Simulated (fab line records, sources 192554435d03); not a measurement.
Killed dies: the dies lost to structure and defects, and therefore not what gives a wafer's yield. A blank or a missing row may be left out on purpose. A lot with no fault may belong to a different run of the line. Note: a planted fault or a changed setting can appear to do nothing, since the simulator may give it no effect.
3 desks looking at one fault / flow n5Finfet / numbers are kept per desk, each desk with only its own; the story behind them comes last
Where a reading is given only as a bound, like >300, the bound stands for it, and a mean or a difference that rests on one is marked > or <: the true number lies beyond.

THE DEFECT DESK
Lot by lot, what the route's inspections counted, given as the mean of those sampled wafers with a number. A lot is out of limits, marked OUT, if its mean lies more than 4 standard deviations from the usual mean; the brackets give that distance.
Columns: A = rawDefectCount at N5_BEOL_M13_INSPECT_12, usual 2.1; B = rawDefectCount at N5_BEOL_M13_INSPECT_30, usual 2.1
lot=L342; first seen here=day 11 04:49; A=1.7; B=3.0
lot=L345; first seen here=day 11 15:47; A=0.3; B=0.7
lot=L352; first seen here=day 14 14:05; A=1.3; B=>200 (+99 or more) OUT
lot=L362; first seen here=day 17 01:59; A=2.3; B=1.3
lot=L364; first seen here=day 17 08:45; A=1.7; B=2.7
This desk finds L352 out of limits, L352 being first, at day 14 15:09 (rawDefectCount at N5_BEOL_M13_INSPECT_30). Within limits: L342, L345, L362, L364.

FOR THE TOOL OWNER'S DESK: plasmaAsher-01
The tool's own readings at N5_BEOL_M13_STRIP_64 (strips in N2/H2): means of the sampled wafers that have a number, for each lot that ran on this tool. A lot is out of limits, marked OUT, if its mean lies more than 4 standard deviations from the usual mean; the brackets give that distance.
Columns: A = drypumpMotorCurrentA at N5_BEOL_M13_STRIP_64, usual 5.5 A; B = heaterPowerW at N5_BEOL_M13_STRIP_64, usual 336 W; C = oesProductAu at N5_BEOL_M13_STRIP_64, usual 0.715 a.u.; D = stripTimeToEndpointS at N5_BEOL_M13_STRIP_64, usual 31.32 s
lot=L342; first seen here=day 11 05:14; A=5.7; B=320; C=0.715; D=31.32
lot=L345; first seen here=day 11 16:12; A=5.7; B=315; C=0.714; D=31.39
lot=L352; first seen here=day 14 14:30; A=5.7; B=314; C=0.715; D=31.37
lot=L362; first seen here=day 17 02:24; A=5.7; B=310; C=0.710; D=31.31
This desk found nothing out of limits on any of the 4 lots.

FROM THE METROLOGY DESK
What the gauges read for every lot (on any tool): the sampled wafers with a number, averaged. A lot is out of limits, marked OUT, if its mean lies more than 4 standard deviations from the usual mean; the brackets give that distance.
Columns: A = cdNm at N5_BEOL_M13_CD_MEAS_10, usual 190.1 nm; B = V12_OVL at N5_BEOL_M13_OVL_MEAS_11, usual 4 nm; C = cdNm at N5_BEOL_M13_CD_MEAS_17, usual 190.5 nm; D = cdNm at N5_BEOL_M13_CD_MEAS_28, usual 209.0 nm; E = M13_OVL at N5_BEOL_M13_OVL_MEAS_29, usual -2 nm
lot=L342; first seen here=day 11 04:46; A=190.7; B=4; C=190.5; D=209.2; E=-6
lot=L345; first seen here=day 11 15:44; A=193.3; B=2; C=194.4; D=208.8; E=3
lot=L352; first seen here=day 14 14:01; A=191.8; B=7; C=190.7; D=208.8; E=-3
lot=L362; first seen here=day 17 01:56; A=188.4; B=0; C=189.0; D=210.7; E=6
lot=L364; first seen here=day 17 08:42; A=186.7; B=5; C=188.1; D=209.6; E=-4
This desk found nothing out of limits on any of the 5 lots.

ALL TOGETHER
The defect desk could have raised an alarm at day 14 15:09, on L352.
The desk of the tool owner found nothing out of limits.
Metrology desk: nothing out of limits seen.
Tool owner's desk: L352 on record, inside its limits.
The metrology desk holds a record of L352, inside its limits.
On plasmaAsher-01, each named lot ran N5_BEOL_M13_STRIP_64.

WHAT WAS PUT IN BY THE SIMULATOR
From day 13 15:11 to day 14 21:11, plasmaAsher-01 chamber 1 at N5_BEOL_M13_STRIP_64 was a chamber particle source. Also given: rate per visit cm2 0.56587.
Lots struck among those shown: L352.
Hours from the fault's start to each desk's first reading out of limits: the defect desk, 24.
